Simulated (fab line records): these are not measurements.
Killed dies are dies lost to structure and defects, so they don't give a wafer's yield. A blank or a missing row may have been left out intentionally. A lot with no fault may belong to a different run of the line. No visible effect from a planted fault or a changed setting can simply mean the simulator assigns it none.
What tool caused it? + flow n5_finfet + 72 wafers from 24 lots sampled at 6 of the route's 1938 steps

== WHAT THE GAUGES SHOWED, per wafer ==
N5_BEOL_M6_THK_MEAS_01. Usual: for M6_ILD_THK the level is 154.9 nm and the standard deviation is 1.9.
| lot  | measured     | on            | M6_ILD_THK (nm)   | flag |
|------|--------------|---------------|-------------------|------|
| L074 | day 8 15:01  | film_metro-02 | 153.3 151.7 153.1 |      |
| L075 | day 8 17:23  | film_metro-02 | 154.9 152.8 157.0 |      |
| L076 | day 8 22:09  | film_metro-01 | 152.7 155.7 154.0 |      |
| L078 | day 9 00:30  | film_metro-01 | 153.8 156.2 156.9 |      |
| L077 | day 9 03:49  | film_metro-01 | 152.2 154.5 156.2 |      |
| L079 | day 9 16:51  | film_metro-02 | 152.0 154.1 155.3 |      |
| L080 | day 10 03:08 | film_metro-01 | 150.4 153.3 157.0 |      |
| L081 | day 10 18:22 | film_metro-02 | 155.5 155.9 158.0 |      |
| L084 | day 10 20:34 | film_metro-02 | 153.9 153.4 155.5 |      |
| L082 | day 10 22:09 | film_metro-01 | 153.7 155.2 156.6 |      |
| L083 | day 10 22:42 | film_metro-02 | 153.7 156.2 153.0 |      |
| L085 | day 11 03:31 | film_metro-02 | 152.6 154.6 156.8 |      |
| L086 | day 11 09:16 | film_metro-01 | 154.8 155.0 154.5 |      |
| L087 | day 11 03:56 | film_metro-01 | 151.8 154.4 154.1 |      |
| L089 | day 12 10:16 | film_metro-02 | 154.7 154.2 156.7 |      |
| L088 | day 12 10:20 | film_metro-02 | 152.3 153.7 155.7 |      |
| L090 | day 12 14:08 | film_metro-01 | 156.7 156.6 154.9 |      |
| L091 | day 12 18:52 | film_metro-01 | 153.5 154.9 157.5 |      |
| L092 | day 12 19:08 | film_metro-02 | 155.4 154.7 157.2 |      |
| L093 | day 13 07:02 | film_metro-01 | 154.1 154.9 157.2 |      |
| L095 | day 13 11:36 | film_metro-01 | 155.0 157.3 153.9 |      |
| L094 | day 13 20:58 | film_metro-01 | 152.0 153.5 156.8 |      |
| L097 | day 14 05:16 | film_metro-02 | 158.1 156.8 153.8 |      |
| L096 | day 14 19:11 | film_metro-02 | 152.4 154.9 157.4 |      |

== WHAT TOOL EACH LOT RAN ON (gives the tool, then ch and the chambers of the sampled wafers, and finally the start) ==
| lot  | N5_BEOL_M5_ETCH_62                 | N5_BEOL_M5_STRIP_64                | N5_BEOL_M5_DESCUM_33               | N5_BEOL_M5_PRE_CLEAN_45      | N5_BEOL_M5_ANNEAL_49         |
|------|------------------------------------|------------------------------------|------------------------------------|------------------------------|------------------------------|
| L074 | rie_diel-04 ch 0,2,3, day 8 04:22  | rie_diel-04 ch 0,2,3, day 8 04:30  | rie_diel-01 ch 0,1,3, day 8 05:21  | pvd_sputter-02, day 8 06:41  | pvd_sputter-03, day 8 09:01  |
| L075 | rie_diel-04 ch 0,2,3, day 8 07:06  | rie_diel-04 ch 0,2,3, day 8 07:14  | rie_diel-04 ch 0,1,3, day 8 08:46  | pvd_sputter-01, day 8 10:04  | pvd_sputter-01, day 8 10:58  |
| L076 | rie_diel-04 ch 1,2,3, day 8 10:38  | rie_diel-04 ch 1,2,3, day 8 10:46  | rie_diel-01 ch 0,1,3, day 8 13:25  | pvd_sputter-03, day 8 14:42  | pvd_sputter-01, day 8 16:10  |
| L078 | rie_diel-04 ch 1,3, day 8 14:35    | rie_diel-04 ch 1,3, day 8 14:43    | rie_diel-01 ch 0,3, day 8 15:51    | pvd_sputter-02, day 8 17:17  | pvd_sputter-02, day 8 18:17  |
| L077 | rie_diel-04 ch 1,2, day 8 17:52    | rie_diel-04 ch 1,2, day 8 17:59    | rie_diel-01 ch 0,1, day 8 20:06    | pvd_sputter-01, day 8 21:05  | pvd_sputter-01, day 8 21:51  |
| L079 | rie_diel-03 ch 0,3, day 9 07:25    | rie_diel-03 ch 0,3, day 9 07:33    | rie_diel-04 ch 0,2, day 9 08:36    | pvd_sputter-01, day 9 09:37  | pvd_sputter-02, day 9 10:52  |
| L080 | rie_diel-03 ch 0,1,2, day 9 16:37  | rie_diel-03 ch 0,1,2, day 9 16:45  | rie_diel-03 ch 0,1,3, day 9 19:14  | pvd_sputter-02, day 9 20:14  | pvd_sputter-02, day 9 21:10  |
| L081 | rie_diel-03 ch 1,2,3, day 10 08:06 | rie_diel-03 ch 1,2,3, day 10 08:13 | rie_diel-04 ch 1,2, day 10 09:41   | pvd_sputter-01, day 10 11:11 | pvd_sputter-03, day 10 11:55 |
| L084 | rie_diel-04 ch 0,1,2, day 10 10:25 | rie_diel-04 ch 0,1,2, day 10 10:32 | rie_diel-01 ch 0,1, day 10 12:13   | pvd_sputter-02, day 10 13:48 | pvd_sputter-01, day 10 14:36 |
| L082 | rie_diel-01 ch 0,1,3, day 10 10:53 | rie_diel-01 ch 0,1,3, day 10 11:01 | rie_diel-03 ch 1,3, day 10 13:55   | pvd_sputter-02, day 10 15:11 | pvd_sputter-02, day 10 15:54 |
| L083 | rie_diel-03 ch 1,3, day 10 12:43   | rie_diel-03 ch 1,3, day 10 12:50   | rie_diel-01 ch 1,2,3, day 10 14:23 | pvd_sputter-02, day 10 15:40 | pvd_sputter-03, day 10 16:37 |
| L085 | rie_diel-01 ch 2,3, day 10 15:09   | rie_diel-01 ch 2,3, day 10 15:16   | rie_diel-01 ch 0,1,3, day 10 19:37 | pvd_sputter-01, day 10 20:50 | pvd_sputter-02, day 10 21:32 |
| L086 | rie_diel-03 ch 1,2,3, day 10 16:57 | rie_diel-03 ch 1,2,3, day 10 17:04 | rie_diel-01 ch 1,2,3, day 10 20:44 | pvd_sputter-01, day 11 02:14 | pvd_sputter-03, day 11 03:01 |
| L087 | rie_diel-01 ch 1,2,3, day 10 17:26 | rie_diel-01 ch 1,2,3, day 10 17:34 | rie_diel-03 ch 2,3, day 10 19:54   | pvd_sputter-01, day 10 20:55 | pvd_sputter-01, day 10 21:46 |
| L089 | rie_diel-01 ch 2,3, day 12 00:03   | rie_diel-01 ch 2,3, day 12 00:11   | rie_diel-01 ch 0,1,2, day 12 01:59 | pvd_sputter-03, day 12 03:15 | pvd_sputter-02, day 12 03:52 |
| L088 | rie_diel-04 ch 0,1,3, day 12 00:34 | rie_diel-04 ch 0,1,3, day 12 00:42 | rie_diel-03 ch 1,2, day 12 02:15   | pvd_sputter-01, day 12 03:31 | pvd_sputter-01, day 12 04:07 |
| L090 | rie_diel-03 ch 0,1,2, day 12 04:07 | rie_diel-03 ch 0,1,2, day 12 04:15 | rie_diel-03 ch 0,2,3, day 12 05:17 | pvd_sputter-03, day 12 07:11 | pvd_sputter-03, day 12 08:09 |
| L091 | rie_diel-04 ch 0,1,3, day 12 07:21 | rie_diel-04 ch 0,1,3, day 12 07:28 | rie_diel-01 ch 1,2,3, day 12 10:38 | pvd_sputter-02, day 12 12:06 | pvd_sputter-02, day 12 12:53 |
| L092 | rie_diel-01 ch 0,1,3, day 12 08:55 | rie_diel-01 ch 0,1,3, day 12 09:02 | rie_diel-03 ch 0,1,3, day 12 11:07 | pvd_sputter-01, day 12 12:14 | pvd_sputter-03, day 12 13:02 |
| L093 | rie_diel-03 ch 1,2, day 12 21:23   | rie_diel-03 ch 1,2, day 12 21:31   | rie_diel-01 ch 1,2,3, day 12 23:04 | pvd_sputter-02, day 13 00:23 | pvd_sputter-03, day 13 01:05 |
| L095 | rie_diel-03 ch 0,1, day 13 02:08   | rie_diel-03 ch 0,1, day 13 02:16   | rie_diel-04 ch 0,2, day 13 03:14   | pvd_sputter-01, day 13 04:12 | pvd_sputter-03, day 13 05:31 |
| L094 | rie_diel-04 ch 1,2, day 13 10:53   | rie_diel-04 ch 1,2, day 13 11:01   | rie_diel-01 ch 0,2,3, day 13 12:26 | pvd_sputter-01, day 13 13:56 | pvd_sputter-02, day 13 14:36 |
| L097 | rie_diel-01 ch 0,2,3, day 13 20:02 | rie_diel-01 ch 0,2,3, day 13 20:10 | rie_diel-01 ch 0,2,3, day 13 21:32 | pvd_sputter-02, day 13 22:35 | pvd_sputter-02, day 13 23:17 |
| L096 | rie_diel-01 ch 0,3, day 14 03:02   | rie_diel-01 ch 0,3, day 14 03:10   | rie_diel-03 ch 1,2,3, day 14 05:43 | pvd_sputter-01, day 14 06:42 | pvd_sputter-01, day 14 07:24 |
- N5_BEOL_M5_ETCH_62: etches SOC in N2/H2, target depth 75 nm, overetch 15 nm, time 112.5 s.
- N5_BEOL_M5_STRIP_64: strips in CF4.
- N5_BEOL_M5_DESCUM_33: chemistry O2, time 7 s.
- N5_BEOL_M5_PRE_CLEAN_45: time 30 s.
- N5_BEOL_M5_ANNEAL_49: time 1800 s.

== WHAT THE TOOLS THEMSELVES READ (means of the sampled wafers that have a number; where no wafer has one, the mark that the record gives instead) ==
N5_BEOL_M5_ETCH_62. Usual: drypump_motor_current_A 5.6 A, standard deviation 0.43; n2_flow_sccm 200.0 sccm, standard deviation 0.6; oes_product_au 0.64 a.u., standard deviation 0.062; rf_vpp_V 524.6 V, standard deviation 2.8; showerhead_plenum_p_Torr 2.57 Torr, standard deviation 0.095; throttle_valve_pct 17.80 %, standard deviation 0.21.
| lot  | tool        | drypump_motor_current_A (A) | n2_flow_sccm (sccm) | oes_product_au (a.u.) | rf_vpp_V (V) | showerhead_plenum_p_Torr (Torr) | throttle_valve_pct (%) | flag |
|------|-------------|-----------------------------|---------------------|-----------------------|--------------|---------------------------------|------------------------|------|
| L074 | rie_diel-04 | 6.0                         | 200.0               | 0.55                  | 524.3        | 2.54                            | 17.94                  |      |
| L075 | rie_diel-04 | 6.0                         | 199.8               | 0.55                  | 524.2        | 2.54                            | 17.96                  |      |
| L076 | rie_diel-04 | 6.0                         | 199.7               | 0.59                  | 523.0        | 2.50                            | 17.79                  |      |
| L078 | rie_diel-04 | 6.2                         | 199.8               | 0.59                  | 520.3        | 2.43                            | 17.77                  |      |
| L077 | rie_diel-04 | 5.7                         | 200.3               | 0.58                  | 524.1        | 2.56                            | 17.85                  |      |
| L079 | rie_diel-03 | 5.1                         | 199.4               | 0.59                  | 520.5        | 2.43                            | 18.02                  |      |
| L080 | rie_diel-03 | 5.5                         | 199.5               | 0.63                  | 524.3        | 2.55                            | 17.95                  |      |
| L081 | rie_diel-03 | 5.3                         | 200.0               | 0.66                  | 525.5        | 2.57                            | 17.92                  |      |
| L084 | rie_diel-04 | 5.8                         | 199.8               | 0.57                  | 524.9        | 2.56                            | 17.87                  |      |
| L082 | rie_diel-01 | 5.5                         | 199.6               | 0.67                  | 526.9        | 2.65                            | 17.65                  |      |
| L083 | rie_diel-03 | 5.1                         | 199.8               | 0.66                  | 522.5        | 2.50                            | 17.88                  |      |
| L085 | rie_diel-01 | 5.5                         | 200.0               | 0.73                  | 522.8        | 2.53                            | 17.67                  |      |
| L086 | rie_diel-03 | 5.3                         | 199.9               | 0.65                  | 524.7        | 2.57                            | 17.92                  |      |
| L087 | rie_diel-01 | 5.7                         | 200.0               | 0.70                  | 525.8        | 2.59                            | 17.56                  |      |
| L089 | rie_diel-01 | 5.5                         | 200.0               | 0.68                  | 523.7        | 2.55                            | 17.71                  |      |
| L088 | rie_diel-04 | 6.0                         | 200.3               | 0.65                  | 522.2        | 2.49                            | 17.69                  |      |
| L090 | rie_diel-03 | 5.5                         | 200.1               | 0.67                  | 527.7        | 2.65                            | 17.83                  |      |
| L091 | rie_diel-04 | 6.0                         | 199.1               | 0.64                  | 522.3        | 2.49                            | 17.69                  |      |
| L092 | rie_diel-01 | 5.5                         | 199.9               | 0.65                  | 526.6        | 2.64                            | 17.68                  |      |
| L093 | rie_diel-03 | 5.8                         | 200.1               | 0.64                  | 525.5        | 2.59                            | 17.85                  |      |
| L095 | rie_diel-03 | 5.7                         | 200.7               | 0.67                  | 525.7        | 2.61                            | 17.71                  |      |
| L094 | rie_diel-04 | 5.7                         | 200.4               | 0.71                  | 523.4        | 2.55                            | 17.59                  |      |
| L097 | rie_diel-01 | 5.3                         | 200.0               | 0.66                  | 524.4        | 2.58                            | 17.80                  |      |
| L096 | rie_diel-01 | 5.2                         | 199.6               | 0.64                  | 527.5        | 2.64                            | 17.90                  |      |

N5_BEOL_M5_STRIP_64. Usual: drypump_motor_current_A 5.6 A, standard deviation 0.43; oes_product_au 0.80 a.u., standard deviation 0.076; rf_vpp_V 271.6 V, standard deviation 1.7; showerhead_plenum_p_Torr 1.81 Torr, standard deviation 0.063; throttle_valve_pct 13.56 %, standard deviation 0.23.
| lot  | tool        | drypump_motor_current_A (A) | oes_product_au (a.u.) | rf_vpp_V (V) | showerhead_plenum_p_Torr (Torr) | throttle_valve_pct (%) | flag |
|------|-------------|-----------------------------|-----------------------|--------------|---------------------------------|------------------------|------|
| L074 | rie_diel-04 | 6.0                         | 0.69                  | 270.5        | 1.80                            | 13.82                  |      |
| L075 | rie_diel-04 | 6.0                         | 0.69                  | 271.1        | 1.80                            | 13.83                  |      |
| L076 | rie_diel-04 | 6.0                         | 0.74                  | 272.1        | 1.77                            | 13.61                  |      |
| L078 | rie_diel-04 | 6.2                         | 0.74                  | 268.8        | 1.72                            | 13.58                  |      |
| L077 | rie_diel-04 | 5.8                         | 0.73                  | 271.5        | 1.81                            | 13.67                  |      |
| L079 | rie_diel-03 | 5.1                         | 0.73                  | 269.0        | 1.72                            | 13.86                  |      |
| L080 | rie_diel-03 | 5.5                         | 0.78                  | 271.0        | 1.80                            | 13.71                  |      |
| L081 | rie_diel-03 | 5.3                         | 0.83                  | 271.7        | 1.81                            | 13.64                  |      |
| L084 | rie_diel-04 | 5.8                         | 0.71                  | 271.6        | 1.81                            | 13.72                  |      |
| L082 | rie_diel-01 | 5.5                         | 0.84                  | 273.0        | 1.87                            | 13.36                  |      |
| L083 | rie_diel-03 | 5.2                         | 0.83                  | 270.0        | 1.77                            | 13.61                  |      |
| L085 | rie_diel-01 | 5.5                         | 0.91                  | 271.2        | 1.79                            | 13.33                  |      |
| L086 | rie_diel-03 | 5.3                         | 0.82                  | 271.7        | 1.81                            | 13.64                  |      |
| L087 | rie_diel-01 | 5.7                         | 0.87                  | 271.9        | 1.83                            | 13.30                  |      |
| L089 | rie_diel-01 | 5.4                         | 0.84                  | 270.3        | 1.79                            | 13.44                  |      |
| L088 | rie_diel-04 | 6.0                         | 0.81                  | 270.6        | 1.77                            | 13.48                  |      |
| L090 | rie_diel-03 | 5.5                         | 0.83                  | 273.0        | 1.87                            | 13.58                  |      |
| L091 | rie_diel-04 | 6.0                         | 0.81                  | 269.7        | 1.76                            | 13.50                  |      |
| L092 | rie_diel-01 | 5.5                         | 0.81                  | 273.5        | 1.86                            | 13.40                  |      |
| L093 | rie_diel-03 | 5.7                         | 0.80                  | 272.9        | 1.83                            | 13.61                  |      |
| L095 | rie_diel-03 | 5.7                         | 0.83                  | 273.4        | 1.84                            | 13.48                  |      |
| L094 | rie_diel-04 | 5.8                         | 0.89                  | 271.9        | 1.80                            | 13.34                  |      |
| L097 | rie_diel-01 | 5.3                         | 0.83                  | 272.0        | 1.82                            | 13.47                  |      |
| L096 | rie_diel-01 | 5.2                         | 0.79                  | 272.3        | 1.86                            | 13.54                  |      |

N5_BEOL_M5_DESCUM_33. Usual: drypump_motor_current_A 5.5 A, standard deviation 0.4; oes_product_au 0.83 a.u., standard deviation 0.072; rf_vpp_V 243.8 V, standard deviation 1.6; showerhead_plenum_p_Torr 2.14 Torr, standard deviation 0.079; throttle_valve_pct 20.42 %, standard deviation 0.22.
| lot  | tool        | drypump_motor_current_A (A) | oes_product_au (a.u.) | rf_vpp_V (V) | showerhead_plenum_p_Torr (Torr) | throttle_valve_pct (%) | flag |
|------|-------------|-----------------------------|-----------------------|--------------|---------------------------------|------------------------|------|
| L074 | rie_diel-01 | 5.5                         | 0.88                  | 244.2        | 2.20                            | 20.26                  |      |
| L075 | rie_diel-04 | 6.0                         | 0.74                  | 242.6        | 2.06                            | 20.41                  |      |
| L076 | rie_diel-01 | 5.5                         | 0.87                  | 244.1        | 2.20                            | 20.28                  |      |
| L078 | rie_diel-01 | 5.2                         | 0.87                  | 244.1        | 2.20                            | 20.44                  |      |
| L077 | rie_diel-01 | 5.3                         | 0.87                  | 245.4        | 2.23                            | 20.31                  |      |
| L079 | rie_diel-04 | 5.8                         | 0.67                  | 244.3        | 2.14                            | 20.61                  |      |
| L080 | rie_diel-03 | 5.3                         | 0.79                  | 243.6        | 2.05                            | 20.57                  |      |
| L081 | rie_diel-04 | 5.7                         | 0.77                  | 241.9        | 2.07                            | 20.35                  |      |
| L084 | rie_diel-01 | 5.3                         | 0.85                  | 244.5        | 2.22                            | 20.33                  |      |
| L082 | rie_diel-03 | 5.2                         | 0.83                  | 242.4        | 2.06                            | 20.54                  |      |
| L083 | rie_diel-01 | 5.6                         | 0.89                  | 242.8        | 2.13                            | 20.20                  |      |
| L085 | rie_diel-01 | 5.5                         | 0.84                  | 244.8        | 2.19                            | 20.31                  |      |
| L086 | rie_diel-01 | 5.6                         | 0.88                  | 243.4        | 2.13                            | 20.21                  |      |
| L087 | rie_diel-03 | 5.0                         | 0.82                  | 243.1        | 2.09                            | 20.68                  |      |
| L089 | rie_diel-01 | 5.5                         | 0.87                  | 243.8        | 2.16                            | 20.26                  |      |
| L088 | rie_diel-03 | 5.6                         | 0.81                  | 244.1        | 2.17                            | 20.65                  |      |
| L090 | rie_diel-03 | 5.1                         | 0.84                  | 244.6        | 2.15                            | 20.60                  |      |
| L091 | rie_diel-01 | 5.6                         | 0.86                  | 244.0        | 2.13                            | 20.23                  |      |
| L092 | rie_diel-03 | 5.3                         | 0.85                  | 243.8        | 2.12                            | 20.47                  |      |
| L093 | rie_diel-01 | 5.6                         | 0.85                  | 243.5        | 2.13                            | 20.23                  |      |
| L095 | rie_diel-04 | 5.8                         | 0.95                  | 242.9        | 2.14                            | 20.29                  |      |
| L094 | rie_diel-01 | 5.4                         | 0.85                  | 244.1        | 2.12                            | 20.39                  |      |
| L097 | rie_diel-01 | 5.3                         | 0.85                  | 242.8        | 2.12                            | 20.40                  |      |
| L096 | rie_diel-03 | 5.3                         | 0.79                  | 243.8        | 2.11                            | 20.63                  |      |

N5_BEOL_M5_PRE_CLEAN_45. Usual: heater_power_w reads 334 W (standard deviation 35).
| lot  | tool           | heater_power_w (W) | flag |
|------|----------------|--------------------|------|
| L074 | pvd_sputter-02 | 324                |      |
| L075 | pvd_sputter-01 | 319                |      |
| L076 | pvd_sputter-03 | 348                |      |
| L078 | pvd_sputter-02 | 296                |      |
| L077 | pvd_sputter-01 | 361                |      |
| L079 | pvd_sputter-01 | 339                |      |
| L080 | pvd_sputter-02 | 289                |      |
| L081 | pvd_sputter-01 | 372                |      |
| L084 | pvd_sputter-02 | 317                |      |
| L082 | pvd_sputter-02 | 326                |      |
| L083 | pvd_sputter-02 | 295                |      |
| L085 | pvd_sputter-01 | 351                |      |
| L086 | pvd_sputter-01 | 339                |      |
| L087 | pvd_sputter-01 | 328                |      |
| L089 | pvd_sputter-03 | 338                |      |
| L088 | pvd_sputter-01 | 357                |      |
| L090 | pvd_sputter-03 | 347                |      |
| L091 | pvd_sputter-02 | 295                |      |
| L092 | pvd_sputter-01 | 354                |      |
| L093 | pvd_sputter-02 | 321                |      |
| L095 | pvd_sputter-01 | 332                |      |
| L094 | pvd_sputter-01 | 337                |      |
| L097 | pvd_sputter-02 | 298                |      |
| L096 | pvd_sputter-01 | 375                |      |

N5_BEOL_M5_ANNEAL_49. Usual: heater_power_w reads 821 W (standard deviation 88).
| lot  | tool           | heater_power_w (W) | flag |
|------|----------------|--------------------|------|
| L074 | pvd_sputter-03 | 802                |      |
| L075 | pvd_sputter-01 | 839                |      |
| L076 | pvd_sputter-01 | 881                |      |
| L078 | pvd_sputter-02 | 745                |      |
| L077 | pvd_sputter-01 | 888                |      |
| L079 | pvd_sputter-02 | 767                |      |
| L080 | pvd_sputter-02 | 750                |      |
| L081 | pvd_sputter-03 | 854                |      |
| L084 | pvd_sputter-01 | 894                |      |
| L082 | pvd_sputter-02 | 754                |      |
| L083 | pvd_sputter-03 | 727                |      |
| L085 | pvd_sputter-02 | 902                |      |
| L086 | pvd_sputter-03 | 788                |      |
| L087 | pvd_sputter-01 | 844                |      |
| L089 | pvd_sputter-02 | 789                |      |
| L088 | pvd_sputter-01 | 886                |      |
| L090 | pvd_sputter-03 | 792                |      |
| L091 | pvd_sputter-02 | 807                |      |
| L092 | pvd_sputter-03 | 804                |      |
| L093 | pvd_sputter-03 | 807                |      |
| L095 | pvd_sputter-03 | 728                |      |
| L094 | pvd_sputter-02 | 757                |      |
| L097 | pvd_sputter-02 | 810                |      |
| L096 | pvd_sputter-01 | 837                |      |

== THE ANSWER, worked out from the rows above alone ==
Rule: take the mean of a lot's wafers that have a number; if it is more than 3 standard deviations from the usual mean, the lot is off. A lot without any number at a reading at which 4 lots or more have one is off too. Any other lot the step has rows for is counted as sound. After the gauges, taken in route order, come the tools' own readings; for these a lot's mean is taken, as printed above. At the first step where some lot is off, the reading lying furthest off is the one used; lots without a number count as furthest.
None of the lots is off at any reading shown; this tells nothing.

== WHAT THE SIMULATOR HAD PUT IN ==
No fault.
